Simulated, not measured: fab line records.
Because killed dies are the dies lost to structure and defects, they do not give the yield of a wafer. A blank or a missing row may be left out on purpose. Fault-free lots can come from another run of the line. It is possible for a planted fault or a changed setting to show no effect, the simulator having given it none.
Matching of chambers | flow n5 finfet | N5_BEOL_M7_CMP_52 on cmp-03 has 4 sister chambers
The step polishes, stops on SiCOH lowk, t overpolish 6.9 s, target thk 80 nm. 8 wafers are shown with their chamber, then 9 later ones without.

## WAFERS, EACH WITH ITS CHAMBER
wafer  | chamber | motor current A (A) | time to endpoint s (s)
L078.1 | 0       | 7.8                 | 64
L078.2 | 2       | 6.3                 | 61
L079.2 | 1       | 6.0                 | 57
L079.4 | 3       | 4.8                 | 63
L079.6 | 3       | 5.0                 | 62
L081.2 | 1       | 5.9                 | 58
L081.3 | 0       | 8.5                 | 59
L081.5 | 2       | 6.4                 | 61

## WAFERS MISSING THEIR CHAMBER
wafer  | motor current A (A) | time to endpoint s (s)
L088.2 | 6.1                 | 63
L088.5 | 6.1                 | 66
L088.6 | 6.2                 | 69
L090.2 | 6.0                 | 62
L090.3 | 5.0                 | 65
L090.4 | 7.6                 | 65
L096.3 | 5.9                 | 59
L096.5 | 7.9                 | 63
L096.6 | 6.0                 | 57

## EACH ONE'S CHAMBER
wafer  | from the rows above          | in truth
L088.2 | can't be placed: 2 or 1      | 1
L088.5 | can't be placed: 2 or 1      | 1
L088.6 | can't be placed: 2 or 3 or 1 | 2
L090.2 | can't be placed: 2 or 1      | 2
L090.3 | 3                            | 3
L090.4 | 0                            | 0
L096.3 | can't be placed: 1 or 2      | 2
L096.5 | 0                            | 0
L096.6 | 1                            | 1
Correctly placed: 4 of 9. Can't be placed from these rows: 5 (the true chamber is among the candidates in 5). Placed wrongly: 0.
How it was worked out, from the rows above alone: a wafer's distance from a chamber is the root of the sum, over the readings, of the square of ((its reading less the chamber's mean) divided by the reading's scatter). The wafer belongs to the nearest chamber; if the next one is less than 2 further off, it can't be placed. A chamber's mean is the mean of its shown wafers. The scatter is the square root of a quotient: the sum, over the shown wafers, of each reading's squared deviation from its chamber's mean, divided by wafers minus chambers.
